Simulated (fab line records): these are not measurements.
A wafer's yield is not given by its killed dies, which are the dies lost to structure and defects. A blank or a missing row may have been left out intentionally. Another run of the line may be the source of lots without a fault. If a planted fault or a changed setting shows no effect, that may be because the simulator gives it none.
Chamber matching	flow n5Finfet	aldMetal-04 running N5_BEOL_M4_ALD_84: 4 sister chambers
The step deposits TaN, pulse time 2 s, purge time 3 s, co reactant purge time 2 s. 8 wafers are shown with their chamber, then 8 later ones without.

## EACH WAFER AND ITS CHAMBER
wafer	chamber	heaterPowerW (W)
L085.1	0	436
L085.6	2	483
L084.1	0	428
L084.3	3	400
L086.3	3	393
L086.4	1	357
L086.5	1	373
L093.1	2	467

## WAFERS WITHOUT THEIR CHAMBER
wafer	heaterPowerW (W)
L093.4	377
L093.5	391
L095.2	432
L095.3	376
L095.5	390
L096.1	408
L096.3	484
L096.5	466

## CHAMBER TAKEN BY EACH
wafer	from the rows above	in truth
L093.4	can't be placed: 1 or 3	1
L093.5	3	3
L095.2	0	0
L095.3	can't be placed: 1 or 3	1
L095.5	3	3
L096.1	can't be placed: 3 or 0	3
L096.3	2	2
L096.5	2	2
Placed correctly: 5 of 8. From these rows, 3 cannot be placed; in 3 the true chamber is one of the candidates. Wrongly placed: 0.
How it was worked out, from the rows above alone: a wafer's distance from a chamber is the root of the sum, over the readings, of the square of ((its reading less the chamber's mean) divided by the reading's scatter). If the next closest chamber is less than 2 further off than the closest, the wafer can't be placed; otherwise it belongs to the closest. A chamber's mean is the mean of its shown wafers. The scatter: the root of (the sum of the squares of (reading less its chamber's mean) over the shown wafers, divided by (wafers less chambers)).
